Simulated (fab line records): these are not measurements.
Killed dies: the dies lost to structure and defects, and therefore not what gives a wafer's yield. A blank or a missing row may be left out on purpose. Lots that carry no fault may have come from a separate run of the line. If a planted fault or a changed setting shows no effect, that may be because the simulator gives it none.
A struck lot beside a sound one / flow nandHarc / 16 steps out of a route of 1302
Sound: the wafers L880.1, L880.4, L880.5. Struck: wafers L872.1, L872.2 (left out: L872.4, a lot-mate that was not struck); the cause follows at the end.
Per side, at each step with rows, come the tool, then ch with its chambers, and then its first start. Under that, the readings that differ: sound wafers / struck wafers / difference of the means / sigmas: that difference in standard deviations of wafers without a fault.
alike: a reading whose means differ by less than 2 such deviations, as well as words and numbers matching on both sides. not compared: withheld readings; readings where some wafer has no value; bounds like >300 that might hide an equal value; numbers whose values overlap and for which the record gives no deviation.
Wherever a step has rows on one side only, a row that says differs or no value, or a row with sigmas, the two part there. Numbers that have no deviation but don't overlap get no sigmas and don't part them. A reading missing from all wafers of one side parts the sides only when that side holds two or more wafers.

NHARC_A_DECK1_JOINT_INSPECT_05:
  sound on defectInspect-01, day 19 02:31; struck on defectInspect-02, day 15 17:50
  alike: rawDefectCount
after that, 1 step with no rows for these wafers: NHARC_A_ONON_D2_DEP_00 (target thk 1000 nm).
NHARC_A_ONON_D2_THK_MEAS_02: measures by ellipsometry.
  sound on filmMetro-02, day 19 03:05; struck on filmMetro-01, day 15 18:25
  alike: thkNm
after that, 1 step with no rows for these wafers: NHARC_A_ONON_D2_DEP_03 (target thk 1000 nm).
NHARC_A_ONON_D2_THK_MEAS_05: measures by ellipsometry.
  sound on filmMetro-01, day 19 03:40; struck on filmMetro-02, day 15 18:59
  alike: thkNm
after that, 1 step with no rows for these wafers: NHARC_A_ONON_D2_DEP_06 (target thk 1000 nm).
NHARC_A_ONON_D2_THK_MEAS_08: measures by ellipsometry.
  sound on filmMetro-02, day 19 04:14; struck on filmMetro-01, day 15 19:33
  alike: thkNm
after that, 1 step with no rows for these wafers: NHARC_A_ONON_D2_DEP_09 (target thk 1000 nm).
NHARC_A_ONON_D2_THK_MEAS_11: measures by ellipsometry.
  sound on filmMetro-01, day 19 04:49; struck on filmMetro-02, day 15 20:07
  alike: thkNm
after that, 1 step with no rows for these wafers: NHARC_A_ONON_D2_DEP_12 (target thk 1000 nm).
NHARC_A_ONON_D2_THK_MEAS_14: measures by ellipsometry.
  sound on filmMetro-01, day 19 05:23; struck on filmMetro-01, day 15 20:41
  alike: thkNm
then, 1 step without rows for these wafers: NHARC_A_ONON_D2_ANNEAL_15 (time 3600 s).
NHARC_A_ONON_D2_DEP_16: target thk 1000 nm.
  sound on pecvdOnon-02 ch 0, day 19 14:53; struck on pecvdOnon-01 ch 0, day 16 04:23
NHARC_A_ONON_D2_THK_MEAS_18: measures by ellipsometry.
  sound on filmMetro-02, day 19 15:24; struck on filmMetro-01, day 16 04:53
reading=thkNm (nm); sound=998 998 1000; struck=759 760; difference=-239; sigmas=-20
after that, 1 step with no rows for these wafers: NHARC_A_ONON_D2_DEP_19 (target thk 1000 nm).
-- jump in the record: it breaks off in module A_ONON_D2 and resumes in module END (first step shown: number 1302 of the route), and 11 days separate the struck wafers' starts before and after --
NHARC_END_SORT_01:
  only the struck wafers appear in the record here, on prober-01 ch 0 at day 27 14:10; the sound ones have no rows

== WHERE THEY PART ==
At NHARC_A_ONON_D2_THK_MEAS_18 first; at NHARC_END_SORT_01 last (within this record only).

WHY: what the simulator had put in
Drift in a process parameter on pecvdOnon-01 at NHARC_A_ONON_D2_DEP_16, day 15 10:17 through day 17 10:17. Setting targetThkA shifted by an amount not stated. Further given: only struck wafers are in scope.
